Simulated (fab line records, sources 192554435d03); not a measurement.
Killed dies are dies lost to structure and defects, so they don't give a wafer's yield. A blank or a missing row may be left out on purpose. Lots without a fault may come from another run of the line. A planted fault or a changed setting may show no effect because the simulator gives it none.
Which tool did it? | flow n5_finfet | 12 lots, 31 wafers sampled, at 5 steps of a route of 1938

WHAT THE GAUGES READ, wafer by wafer
N5_BEOL_M5_INSPECT_58: inspects for defects (darkfield). Usual: raw_defect_count 72, standard deviation 24.
lot  | measured     | on                | raw_defect_count | flag
L210 | day 8 06:48  | defect_inspect-01 | 87 61            |
L213 | day 9 00:15  | defect_inspect-02 | 66 56 87         |
L212 | day 9 12:08  | defect_inspect-01 | 58 99            |
L215 | day 9 17:14  | defect_inspect-01 | 69 70 125        |
L217 | day 9 23:22  | defect_inspect-01 | 112 70 137       |
L216 | day 9 23:28  | defect_inspect-02 | 80 40 74         |
L219 | day 11 11:56 | defect_inspect-02 | 106 87           |
L221 | day 12 05:59 | defect_inspect-02 | 37 68 100        |
L224 | day 12 16:39 | defect_inspect-01 | 64 66 47         |
L229 | day 14 11:42 | defect_inspect-01 | 83 91            |
L230 | day 14 19:37 | defect_inspect-01 | 48 30            |
L232 | day 15 01:43 | defect_inspect-02 | 58 62 59         |

N5_BEOL_M6_THK_MEAS_01. Usual: M6_ILD_THK 155.0 nm, standard deviation 2.1.
lot  | measured     | on            | M6_ILD_THK (nm)   | flag
L210 | day 8 07:28  | film_metro-01 | 156.6 155.8       |
L213 | day 9 00:52  | film_metro-01 | 154.8 157.0 153.7 |
L212 | day 9 12:46  | film_metro-01 | 153.8 152.7       |
L215 | day 9 17:51  | film_metro-01 | 157.1 157.7 156.5 |
L217 | day 10 00:00 | film_metro-02 | 155.7 157.1 157.0 |
L216 | day 10 00:05 | film_metro-01 | 151.6 154.1 155.0 |
L219 | day 11 12:33 | film_metro-01 | 156.3 154.5       |
L221 | day 12 06:36 | film_metro-01 | 152.4 151.1 153.6 |
L224 | day 12 17:16 | film_metro-01 | 144.5 151.8 154.4 |
L229 | day 14 12:47 | film_metro-02 | 153.4 156.0       |
L230 | day 14 20:14 | film_metro-01 | 153.6 157.1       |
L232 | day 15 02:20 | film_metro-02 | 155.0 156.4 155.3 |

WHICH TOOL RAN EACH LOT (tool, then ch and the chambers of the sampled wafers, then the start)
lot  | N5_BEOL_M5_ANNEAL_82         | N5_BEOL_M5_SPUTTER_83        | N5_BEOL_M6_ILD_DEP_00
L210 | pvd_sputter-02, day 8 02:32  | pvd_sputter-02, day 8 03:32  | pecvd-01 ch 0,1, day 8 06:51
L213 | pvd_sputter-02, day 8 19:57  | pvd_sputter-02, day 8 20:58  | pecvd-01 ch 0,2, day 9 00:17
L212 | pvd_sputter-03, day 9 07:51  | pvd_sputter-03, day 9 08:52  | pecvd-02 ch 0,2, day 9 12:11
L215 | pvd_sputter-01, day 9 12:58  | pvd_sputter-01, day 9 13:59  | pecvd-01 ch 1,2, day 9 17:16
L217 | pvd_sputter-01, day 9 18:58  | pvd_sputter-01, day 9 19:58  | pecvd-02 ch 2, day 9 23:24
L216 | pvd_sputter-03, day 9 19:11  | pvd_sputter-03, day 9 20:11  | pecvd-01 ch 0,2, day 9 23:31
L219 | pvd_sputter-01, day 11 01:34 | pvd_sputter-01, day 11 08:41 | pecvd-03 ch 0,1, day 11 11:59
L221 | pvd_sputter-01, day 12 01:43 | pvd_sputter-01, day 12 02:44 | pecvd-03 ch 0,2, day 12 06:01
L224 | pvd_sputter-03, day 12 12:23 | pvd_sputter-03, day 12 13:24 | pecvd-02 ch 0,1,2, day 12 16:41
L229 | pvd_sputter-01, day 14 05:42 | pvd_sputter-01, day 14 06:43 | pecvd-01 ch 2, day 14 11:44
L230 | pvd_sputter-03, day 14 15:20 | pvd_sputter-03, day 14 16:21 | pecvd-01 ch 0, day 14 19:39
L232 | pvd_sputter-01, day 14 21:28 | pvd_sputter-01, day 14 22:28 | pecvd-03 ch 0,1,2, day 15 01:47
- N5_BEOL_M5_ANNEAL_82: time 1800 s.
- N5_BEOL_M5_SPUTTER_83: material Cu, target thk 15 nm, time 27.62 s.
- N5_BEOL_M6_ILD_DEP_00: deposits SiCOH lowk from DEMS/porogen, target thk 179.75 nm, time 33.4 s.

WHAT THE TOOLS THEMSELVES READ (means of the sampled wafers that have a number; where no wafer has one, the mark that the record gives instead)
N5_BEOL_M5_ANNEAL_82. Usual: heater_power_w 813 W, standard deviation 55.
lot  | tool           | heater_power_w (W) | flag
L210 | pvd_sputter-02 | 914                |
L213 | pvd_sputter-02 | 828                |
L212 | pvd_sputter-03 | 832                |
L215 | pvd_sputter-01 | 755                |
L217 | pvd_sputter-01 | 757                |
L216 | pvd_sputter-03 | 814                |
L219 | pvd_sputter-01 | 784                |
L221 | pvd_sputter-01 | 799                |
L224 | pvd_sputter-03 | 809                |
L229 | pvd_sputter-01 | 785                |
L230 | pvd_sputter-03 | 790                |
L232 | pvd_sputter-01 | 771                |

N5_BEOL_M5_SPUTTER_83. Usual: substrate_temp_c -20.01 C, standard deviation 0.1; throttle_valve_pct 30.3 %, standard deviation 0.95.
lot  | tool           | substrate_temp_c (C) | throttle_valve_pct (%) | flag
L210 | pvd_sputter-02 | -20.08               | 30.9                   |
L213 | pvd_sputter-02 | -20.05               | 29.8                   |
L212 | pvd_sputter-03 | -19.98               | 30.3                   |
L215 | pvd_sputter-01 | -20.00               | 30.2                   |
L217 | pvd_sputter-01 | -19.98               | 29.7                   |
L216 | pvd_sputter-03 | -20.05               | 30.5                   |
L219 | pvd_sputter-01 | -19.94               | 30.1                   |
L221 | pvd_sputter-01 | -20.04               | 30.7                   |
L224 | pvd_sputter-03 | -20.01               | 30.4                   |
L229 | pvd_sputter-01 | -20.00               | 31.0                   |
L230 | pvd_sputter-03 | -20.04               | 31.6                   |
L232 | pvd_sputter-01 | -19.97               | 29.7                   |

N5_BEOL_M6_ILD_DEP_00. Usual: heater_power_w 331 W, standard deviation 48; showerhead_plenum_p_Torr 5.747 Torr, standard deviation 0.016; throttle_valve_pct 13.6 %, standard deviation 0.36.
lot  | tool     | heater_power_w (W) | showerhead_plenum_p_Torr (Torr) | throttle_valve_pct (%) | flag
L210 | pecvd-01 | 366                | 5.762                           | 12.9                   |
L213 | pecvd-01 | 337                | 5.744                           | 13.5                   |
L212 | pecvd-02 | 330                | 5.744                           | 13.6                   |
L215 | pecvd-01 | 350                | 5.750                           | 13.5                   |
L217 | pecvd-02 | 310                | 5.749                           | 13.4                   |
L216 | pecvd-01 | 333                | 5.751                           | 13.2                   |
L219 | pecvd-03 | 294                | 5.725                           | 14.0                   |
L221 | pecvd-03 | 247                | 5.735                           | 13.7                   |
L224 | pecvd-02 | 347                | 5.742                           | 13.9                   |
L229 | pecvd-01 | 280                | 5.751                           | 13.8                   |
L230 | pecvd-01 | 328                | 5.757                           | 13.2                   |
L232 | pecvd-03 | 282                | 5.728                           | 13.9                   |

THE ANSWER, worked out from the rows above alone
Rule: a lot is off if the mean of its wafers that have a number lies more than 3 standard deviations from the usual mean. A lot without any number at a reading at which 4 lots or more have one is off too. The other lots that the step has rows for count as sound. The gauges are gone through in route order, then the tools' own readings, and for those a lot's mean is taken as printed above. The first step at which some lot is off is used, and at that step the reading that is off furthest; a lot without a number counts as furthest.
No lot is off at any reading shown: from this, nothing can be told.

WHAT THE SIMULATOR HAD PUT IN
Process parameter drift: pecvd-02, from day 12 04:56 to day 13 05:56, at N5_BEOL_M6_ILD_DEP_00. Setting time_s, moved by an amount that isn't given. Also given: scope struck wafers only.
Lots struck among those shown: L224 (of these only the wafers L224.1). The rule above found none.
